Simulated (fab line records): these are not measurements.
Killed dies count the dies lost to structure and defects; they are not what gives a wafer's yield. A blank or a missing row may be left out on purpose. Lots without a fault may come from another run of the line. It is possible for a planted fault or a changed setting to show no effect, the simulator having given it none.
Chamber matching / flow n5Finfet / rieDiel-06 running N5_BEOL_M12_ETCH_67: 4 sister chambers
The step etches SiARC in CF4, target depth 143 nm, time 238.3 s. 4 wafers are shown with their chamber, then 7 later ones without.

## EACH WAFER AND ITS CHAMBER
wafer=L084.3; chamber=1; showerheadPlenumPTorr (Torr)=2.06
wafer=L084.5; chamber=2; showerheadPlenumPTorr (Torr)=2.27
wafer=L095.1; chamber=0; showerheadPlenumPTorr (Torr)=2.13
wafer=L095.4; chamber=3; showerheadPlenumPTorr (Torr)=2.27

## WAFERS WITH NO CHAMBER GIVEN
wafer=L095.5; showerheadPlenumPTorr (Torr)=2.26
wafer=L096.1; showerheadPlenumPTorr (Torr)=2.05
wafer=L096.2; showerheadPlenumPTorr (Torr)=2.13
wafer=L096.5; showerheadPlenumPTorr (Torr)=2.13
wafer=L097.2; showerheadPlenumPTorr (Torr)=2.26
wafer=L097.3; showerheadPlenumPTorr (Torr)=2.26
wafer=L097.5; showerheadPlenumPTorr (Torr)=2.13

## WHICH CHAMBER EACH WENT THROUGH
wafer=L095.5; from the rows above=can't be placed: 2 or 3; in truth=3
wafer=L096.1; from the rows above=1; in truth=1
wafer=L096.2; from the rows above=0; in truth=0
wafer=L096.5; from the rows above=0; in truth=0
wafer=L097.2; from the rows above=can't be placed: 2 or 3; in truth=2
wafer=L097.3; from the rows above=can't be placed: 2 or 3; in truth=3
wafer=L097.5; from the rows above=0; in truth=0
Placed correctly: 4 of 7. Can't be placed from these rows: 3 (the true chamber is among the candidates in 3). Wrongly placed: 0.
How it was worked out, from the rows above alone: a wafer's distance from a chamber is the root of the sum, over the readings, of the square of ((its reading less the chamber's mean) divided by the reading's scatter). The wafer belongs to the nearest chamber; if the next one is less than 2 further off, it can't be placed. A chamber's mean is the mean of its shown wafers. The scatter: with one shown wafer a chamber, the root of the mean of the squares of how far each hidden wafer lies from its nearest shown one.
